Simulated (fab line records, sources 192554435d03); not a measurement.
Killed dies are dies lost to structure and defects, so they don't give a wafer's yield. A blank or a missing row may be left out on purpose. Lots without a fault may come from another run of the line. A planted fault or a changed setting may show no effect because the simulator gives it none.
fab line records | flow n5_finfet
record lots=12 wafers=33 last_day=17
route steps=1938 shown BEOL_M15@1784 PASSIVATION@1936
lots that met no fault: from a run of the same line without faults
start_h: hours from the record's first day to the start of the lot's first wafer shown | wait_h: hours since the lot's step before | " the same as in the row above | L1.1+2: a row that stands for several wafers | - no value, or no start given | * or withheld: withheld | < > ~ a bound
route shown NAME@n: a module of which the file shows steps, and the number in the route of the first | usual: mean/standard deviation of fault-free wafers | same: alike in all rows | chamber/n: place in a boat | sites: the reading at each site | _std_site: their standard deviation | _edge_site: outer sites' mean less inner sites' | radius_mm: how far each site lies from the wafer's centre | mask NAME#n: copy n | behind: the tool/chamber that last shaped the wafer | hold: why the lot was held/for how many hours/how that ended | device: the transistor (n, p or np) that didn't switch | end of line: the same wafers' tests at the end of the route | a step without rows: its recipe alone | killed: dies lost to structure and defects at the first sort, not the wafer's yield | map: a wafer's dies, x killed, . not, _ none there
set.NAME: the setting as run; set.NAME@STEP: as run at that earlier step | model.NAME: the simulator's own value behind a step, which no gauge read
steps of the route over a sample of lots; a table a step, a row a wafer
services: from which hour (start_h, from the record's first day; less than 0 if before it) a tool's chamber was out of use, for how many hours, and why
## steps
# step N5_BEOL_M15_OVL_MEAS_11
# recipe points_per_wafer=44
# usual V14_OVL=3/5.2
# same points_per_wafer=44
# columns lot.wafer tool chamber start_h wait_h V14_OVL[nm]
L618.2 overlay-02 0 257.21 0.0 14
L618.4 " 0 " " 6
L618.6 " 0 " " 5
L625.4 overlay-01 0 296.47 0.0 0
L625.5 " 0 " " 2
L625.6 " 0 " " 3
L626.3 overlay-01 0 303.99 0.0 6
L626.5 " 0 " " 6
L626.6 " 0 " " 2
L628.1 overlay-01 0 321.72 0.0 -4
L628.3 " 0 " " 10
L628.4 " 0 " " 5
L631.2 overlay-01 0 326.10 0.0 0
L631.4 " 0 " " -6
L631.6 " 0 " " -4
L632.2 overlay-01 0 349.04 0.0 -2
L632.4 " 0 " " -1
L632.6 " 0 " " 5
L634.2 overlay-01 0 356.51 0.0 3
L634.4 " 0 " " -2
L634.6 " 0 " " 7
L637.1 overlay-02 0 357.90 0.0 1
L637.5 " 0 " " 8
L638.1 overlay-02 0 368.85 0.0 6
L638.3 " 0 " " 4
L636.1 overlay-01 0 371.16 0.0 -9
L636.3 " 0 " " -10
L640.2 overlay-01 0 380.33 0.0 14
L640.4 " 0 " " 5
L640.5 " 0 " " 2
L641.2 overlay-01 0 380.68 0.0 -3
L641.5 " 0 " " 2
L641.6 " 0 " " -4
# step N5_BEOL_M15_ETCH_59
# recipe chemistry=N2/H2 target=BARC target_depth_a=890 overetch_a=267 time_s=67.9 ion_energy_ev=200 pressure_mtorr=30 source_w=840 bias_w=150 n2_flow_sccm=200 h2_flow_sccm=200
# usual drypump_motor_current_A=6.0/0.31 oes_product_au=0.66/0.06 rf_fwd_power_W=833/3.1 rf_vpp_V=524.2/2.4 run_length_s=91.1/0.4 showerhead_plenum_p_Torr=2.56/0.088 throttle_valve_pct=17.97/0.19
# columns lot.wafer tool chamber start_h wait_h drypump_motor_current_A oes_product_au rf_fwd_power_W rf_hours_counter_h rf_vpp_V run_length_s showerhead_plenum_p_Torr throttle_valve_pct
L618.2 rie_diel-02 3 257.30 0.0 6.1 0.77 832 27 526.3 91.4 2.57 17.83
L618.4 " 0 " " 5.6 0.61 833 207 524.8 90.6 2.64 18.10
L618.6 " 0 " " 5.6 0.61 832 - 527.1 90.6 2.64 18.09
L625.4 rie_diel-02 0 296.56 0.0 5.6 0.60 829 218 525.3 90.7 2.63 18.11
L625.5 " 3 " " 6.1 0.76 831 - 524.9 91.0 2.57 17.87
L625.6 " 0 " " 5.6 0.60 832 - 526.4 90.7 2.64 18.11
L626.3 rie_diel-02 1 304.57 0.0 6.6 0.60 834 207 521.5 90.8 2.52 18.12
L626.5 " 3 " " 6.1 0.75 829 - 525.6 90.9 2.57 17.86
L626.6 " 0 " " 5.6 0.61 835 - 525.2 90.6 2.63 18.12
L628.1 rie_diel-01 0 321.81 0.0 6.1 0.73 834 47 524.2 91.0 2.60 17.65
L628.3 " 3 " " 5.9 0.60 835 214 520.7 91.7 2.41 18.00
L628.4 " 2 " " 5.6 0.72 834 71 523.8 91.5 2.58 17.70
L631.2 rie_diel-01 2 326.35 0.0 5.5 0.71 839 73 524.0 91.7 2.58 17.72
L631.4 " 3 " " 5.9 0.60 836 216 520.7 92.2 2.41 18.00
L631.6 " 3 " " 5.9 0.61 834 - 521.5 91.8 2.41 17.99
L632.2 rie_diel-01 2 349.13 0.0 5.6 0.70 832 80 524.7 91.8 2.57 17.72
L632.4 " 0 " " 6.1 0.72 830 57 522.6 90.9 2.59 17.67
L632.6 " 3 " " 5.9 0.60 836 - 520.7 91.4 2.40 17.99
L634.2 rie_diel-01 3 356.61 0.0 5.9 0.60 834 226 520.4 91.8 2.40 18.00
L634.4 " 1 " " 6.2 0.63 840 182 523.5 90.8 2.53 17.79
L634.6 " 0 " " 6.1 0.71 830 - 524.5 91.5 2.59 17.68
L637.1 rie_diel-01 3 358.80 0.0 5.9 0.56 838 228 520.5 100.0 2.40 18.02
L637.5 " 1 " " 6.3 0.63 837 - 522.2 90.8 2.53 17.80
L638.1 rie_diel-01 0 368.94 0.0 6.1 0.66 835 64 524.9 99.5 2.59 17.67
L638.3 " 2 " " 5.5 0.66 836 86 523.5 99.8 2.57 17.72
L636.1 rie_diel-01 0 371.33 0.0 6.1 0.65 833 65 525.4 99.3 2.59 17.69
L636.3 " 1 " " 6.2 0.59 835 186 523.8 99.6 2.52 17.77
L640.2 rie_diel-02 0 380.67 0.0 5.6 0.59 830 243 526.4 90.6 2.62 18.15
L640.4 " 1 " " 6.6 0.60 834 230 522.8 91.2 2.51 18.15
L640.5 " 1 " " 6.6 0.60 831 - 523.0 91.5 2.51 18.14
L641.2 rie_diel-05 2 381.47 0.0 5.7 0.68 833 105 520.1 91.4 2.45 17.83
L641.5 " 3 " " 6.1 0.60 835 - 524.6 91.2 2.60 18.02
L641.6 " 2 " " 5.7 0.68 831 - 522.0 91.0 2.45 17.83
# step N5_BEOL_M15_STRIP_63
# recipe chemistry=O2 power_w=600 temp_c=60 pressure_mtorr=30 rf_frequency_hz=6e+07 bias_power_w=0 overash_fraction=0.3 o2_flow_sccm=225
# usual drypump_motor_current_A=5.9/0.31 oes_product_au=0.78/0.081 rf_vpp_V=3.8/0.77 showerhead_plenum_p_Torr=2.10/0.067 throttle_valve_pct=16.67/0.2
# same bias_power_w=0
# columns lot.wafer tool chamber start_h wait_h drypump_motor_current_A oes_product_au rf_hours_counter_h rf_vpp_V showerhead_plenum_p_Torr throttle_valve_pct
L618.2 rie_diel-02 3 - - 6.1 0.92 27 5.4 2.13 16.75
L618.4 " 0 " " 5.6 0.71 207 3.9 2.16 16.78
L618.6 " 0 " " 5.6 0.70 - 3.9 2.16 16.76
L625.4 rie_diel-02 0 - - 5.6 0.70 218 5.8 2.16 16.82
L625.5 " 3 " " 6.1 0.91 - 4.9 2.12 16.77
L625.6 " 0 " " 5.6 0.69 - 3.0 2.16 16.84
L626.3 rie_diel-02 1 - - 6.6 0.69 208 4.8 2.04 16.69
L626.5 " 3 " " 6.1 0.91 - 4.4 2.12 16.76
L626.6 " 0 " " 5.6 0.69 - 3.1 2.16 16.82
L628.1 rie_diel-01 0 - - 6.1 0.86 47 4.0 2.12 16.27
L628.3 " 3 " " 5.9 0.72 214 3.7 2.00 16.90
L628.4 " 2 " " 5.5 0.84 71 2.9 2.10 16.36
L631.2 rie_diel-01 2 - - 5.6 0.84 73 2.9 2.10 16.36
L631.4 " 3 " " 5.9 0.72 216 3.2 2.00 16.92
L631.6 " 3 " " 5.9 0.71 - 3.4 2.00 16.93
L632.2 rie_diel-01 2 - - 5.6 0.83 81 2.9 2.10 16.39
L632.4 " 0 " " 6.1 0.85 58 3.8 2.11 16.30
L632.6 " 3 " " 5.9 0.71 - 5.2 2.00 16.92
L634.2 rie_diel-01 3 - - 5.9 0.71 226 3.0 2.00 16.93
L634.4 " 1 " " 6.2 0.73 182 3.8 2.06 16.49
L634.6 " 0 " " 6.1 0.84 - 3.6 2.11 16.28
L637.1 rie_diel-01 3 - - 5.9 0.71 228 3.3 2.00 16.93
L637.5 " 1 " " 6.2 0.73 - 2.4 2.06 16.49
L638.1 rie_diel-01 0 - - 6.1 0.83 65 3.6 2.11 16.31
L638.3 " 2 " " 5.6 0.81 87 4.2 2.10 16.38
L636.1 rie_diel-01 0 - - 6.1 0.83 65 4.1 2.11 16.30
L636.3 " 1 " " 6.2 0.72 186 4.0 2.06 16.52
L640.2 rie_diel-02 0 - - 5.6 0.67 243 4.0 2.15 16.85
L640.4 " 1 " " 6.5 0.67 230 3.5 2.03 16.72
L640.5 " 1 " " 6.5 0.67 - 3.0 2.03 16.72
L641.2 rie_diel-05 2 - - 5.7 0.79 105 3.0 2.05 16.67
L641.5 " 3 " " 6.1 0.68 - 3.2 2.13 16.77
L641.6 " 2 " " 5.7 0.78 - 4.6 2.05 16.67
# step N5_BEOL_M15_CD_MEAS_17
# recipe target_cd_nm=360 polarity=opening
# usual cd_nm=362.0/2.4
# columns lot.wafer tool chamber start_h wait_h cd_nm
L618.2 cd_sem-01 - 257.77 0.0 365.0
L618.4 " - " " 364.7
L618.6 " - " " 364.0
L625.4 cd_sem-03 - 297.03 0.0 363.9
L625.5 " - " " 369.2
L625.6 " - " " 362.7
L626.3 cd_sem-02 - 305.03 0.0 363.9
L626.5 " - " " 361.3
L626.6 " - " " 363.3
L628.1 cd_sem-02 - 322.27 0.0 360.3
L628.3 " - " " 361.0
L628.4 " - " " 362.9
L631.2 cd_sem-03 - 326.81 0.0 358.7
L631.4 " - " " 360.7
L631.6 " - " " 361.0
L632.2 cd_sem-02 - 349.60 0.0 359.7
L632.4 " - " " 359.2
L632.6 " - " " 362.4
L634.2 cd_sem-03 - 357.07 0.0 360.3
L634.4 " - " " 365.9
L634.6 " - " " 361.5
L637.1 cd_sem-01 - 359.26 0.0 362.7
L637.5 " - " " 360.3
L638.1 cd_sem-01 - 369.40 0.0 363.1
L638.3 " - " " 362.3
L636.1 cd_sem-02 - 371.79 0.0 364.7
L636.3 " - " " 364.6
L640.2 cd_sem-01 - 381.14 0.0 362.0
L640.4 " - " " 363.6
L640.5 " - " " 360.7
L641.2 cd_sem-01 - 381.97 0.0 365.2
L641.5 " - " " 363.5
L641.6 " - " " 363.9
# step N5_PASSIVATION_PROBE_49
# usual defect_limited_yield=91.2/1.5 killed_at_M0_to_M3=31/10 killed_at_M4_up=15/5.9 killed_at_contacts=13/6 killed_at_front_end=41/11 killed_at_other=4/3.1 killed_dies=104/18 killed_open=68/13 killed_short=33/8.1 sort_bin_4_leakage=0.00/0.03 sort_bin_5_function=5.1/1.1 sort_bin_6_memory=3.2/0.69 sort_bin_8_speed=0.01/0.045 sort_n_pass=1076/18
# same gross_dies=1180 killed_at_back_side=0
# columns lot.wafer tool chamber start_h wait_h defect_limited_yield[%] killed_at_M0_to_M3 killed_at_M4_up killed_at_contacts killed_at_front_end killed_at_other killed_dies killed_open killed_short sort_bin_4_leakage[%] sort_bin_5_function[%] sort_bin_6_memory[%] sort_bin_8_speed[%] sort_n_pass
L628.3 prober-01 - 342.76 1.0 90.5 49 13 10 38 2 112 74 37 0 5.8 3.2 0.25 1065
L628.4 prober-01 - 342.81 1.0 90.0 46 10 3 58 1 118 76 41 0 5.8 3.7 0 1062
L637.1 prober-01 - 381.15 0.0 90.2 44 4 2 57 9 116 69 46 0 5.6 3.8 0 1064
L638.3 prober-01 - 390.06 0.1 93.1 28 14 4 30 5 81 50 24 0 4.3 2.4 0 1099
# killed by level:class
L628.3 BEOL_M2:geometric_particle:open=15 FIN_SAQP:geometric_particle:open=12 BEOL_M0_SAQP:geometric_particle:open=12 FIN_SAQP:geometric_particle:short=8 BEOL_M2:geometric_particle:short=7 MOL_CONTACT_COAG:geometric_particle:open=6 BEOL_M0_SAQP:geometric_particle:short=6 MOL_CONTACT_COAG:geometric_particle:short=4
L628.4 FIN_SAQP:geometric_particle:open=21 BEOL_M2:geometric_particle:open=19 BEOL_M0_SAQP:geometric_particle:short=10 FIN_SAQP:geometric_particle:short=8 STI_FIN_REVEAL:geometric_particle:open=4 DUMMY_GATE:geometric_particle:open=4 GATE_CUT:geometric_particle:short=4 BEOL_M1:geometric_particle:open=4
L637.1 FIN_SAQP:geometric_particle:open=16 BEOL_M0_SAQP:geometric_particle:short=16 STI_FIN_REVEAL:geometric_particle:open=15 FIN_SAQP:geometric_particle:short=8 DUMMY_GATE:geometric_particle:open=6 ILD0:geometric_particle:short=6 BEOL_M0_SAQP:geometric_particle:open=5 BEOL_M0:geometric_particle:open=5
L638.3 BEOL_M3:geometric_particle:open=8 BEOL_M0_SAQP:geometric_particle:open=7 MOL_CONTACT_COAG:geometric_particle:open=4 BEOL_M1:geometric_particle:open=4 BEOL_M5:geometric_particle:open=4 BEOL_M6:geometric_particle:open=3 GATE_CUT:geometric_particle:short=3 BEOL_M4:geometric_particle:open=3
## services
# columns tool chamber start_h hours kind
rie_diel-02 2 237.49 1.5 repair
rie_diel-01 - 271.14 0.8 repair
rie_diel-05 2 301.90 1.7 repair
rie_diel-05 3 343.35 14.3 repair
rie_diel-01 3 345.53 1.9 repair
rie_diel-02 - 350.58 7.0 repair
rie_diel-01 - 364.43 4.3 pm
rie_diel-05 1 368.75 8.7 repair
## key
first_sign step=N5_BEOL_M15_ETCH_59 reading=run_length_s direction=up sigmas=21 usual=* struck=*
effect none on later readings
met_at N5_BEOL_M15_ETCH_59
struck_lots L636,L637,L638
struck_wafers L636.1,L636.3,L637.1,L638.1,L638.3
not_acting_at N5_BEOL_M15_OVL_MEAS_11,N5_BEOL_M15_STRIP_63,N5_BEOL_M15_CD_MEAS_17
onset_between 356.61 358.80
fault kind=process_parameter_drift tool=rie_diel-01 chamber=- onset_h=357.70 steps=N5_BEOL_M15_ETCH_59 channel=time_s offset=* shape=step end_h=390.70 scope=struck_wafers_only acts_in=* stated=*
